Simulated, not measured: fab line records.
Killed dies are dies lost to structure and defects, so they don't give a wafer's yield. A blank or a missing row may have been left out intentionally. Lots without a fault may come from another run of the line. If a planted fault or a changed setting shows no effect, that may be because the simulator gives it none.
3 desks looking at one fault    flow n5-finfet    only its own numbers are on each desk; what lay behind them is given at the end

== AT THE METROLOGY DESK ==
Lot by lot, what the gauges showed, no matter which tool ran the lot: averages of those sampled wafers that carry a number. The brackets show how far a lot's mean lies from the usual mean; more than 4 standard deviations puts the lot out of limits, marked OUT.
Columns: A = V4_OVL at N5_BEOL_M5_OVL_MEAS_29, usual -0.2 nm
lot   first seen here  A
L494  day 8 13:34      -1.0
L495  day 8 22:16      -0.3
L504  day 11 11:14     -0.5
L506  day 11 11:18     -0.4
L505  day 11 19:50     0.5
L508  day 11 23:29     0.9
L514  day 14 03:00     -0.9
Result from this desk: across the 7 lots, nothing is out of limits.

== FOR THE TOOL OWNER'S DESK: rie-diel-02 ==
The tool's own readings at N5_BEOL_M5_ETCH_41 (etches SiCN in CH3F/O2, target depth 31.5 nm, time 56.7 s): means of the sampled wafers that have a number, for each lot that ran on this tool. The brackets show how far a lot's mean lies from the usual mean; more than 4 standard deviations puts the lot out of limits, marked OUT.
Columns: A = drypump-motor-current-A at N5_BEOL_M5_ETCH_41, usual 5.5 A; B = mfc-ar-sccm at N5_BEOL_M5_ETCH_41, usual 150.0 sccm; C = oes-product-au at N5_BEOL_M5_ETCH_41, usual 0.75 a.u.; D = rf-vpp-V at N5_BEOL_M5_ETCH_41, usual 297.4 V; E = showerhead-plenum-p-Torr at N5_BEOL_M5_ETCH_41, usual 2.01 Torr; F = throttle-valve-pct at N5_BEOL_M5_ETCH_41, usual 16.45 %
lot   first seen here  A    B      C     D      E     F
L494  day 8 13:56      5.7  150.2  0.79  297.1  2.00  16.50
L506  day 11 11:53     5.1  150.2  0.77  297.1  1.96  16.40
L505  day 11 20:22     5.1  150.1  0.77  296.1  1.95  16.41
L508  day 11 23:52     5.2  149.9  0.83  297.2  2.01  16.27
Result from this desk: across the 4 lots, nothing is out of limits.

== THE DEFECT DESK ==
Per lot, the means of the sampled wafers with a number show what the inspections along the route counted. The brackets show how far a lot's mean lies from the usual mean; more than 4 standard deviations puts the lot out of limits, marked OUT.
Columns: A = raw-defect-count at N5_BEOL_M5_INSPECT_30, usual 422
lot   first seen here  A
L494  day 8 13:37      327
L495  day 8 22:19      340
L504  day 11 11:18     387
L506  day 11 11:21     352
L505  day 11 19:54     425
L508  day 11 23:32     520
L514  day 14 03:04     302
Result from this desk: across the 7 lots, nothing is out of limits.

== PUT TOGETHER ==
At the metrology desk, nothing out of limits was observed.
The tool owner's desk saw nothing out of limits.
Nothing out of limits was seen by the defect desk.

== WHAT THE SIMULATOR PUT IN ==
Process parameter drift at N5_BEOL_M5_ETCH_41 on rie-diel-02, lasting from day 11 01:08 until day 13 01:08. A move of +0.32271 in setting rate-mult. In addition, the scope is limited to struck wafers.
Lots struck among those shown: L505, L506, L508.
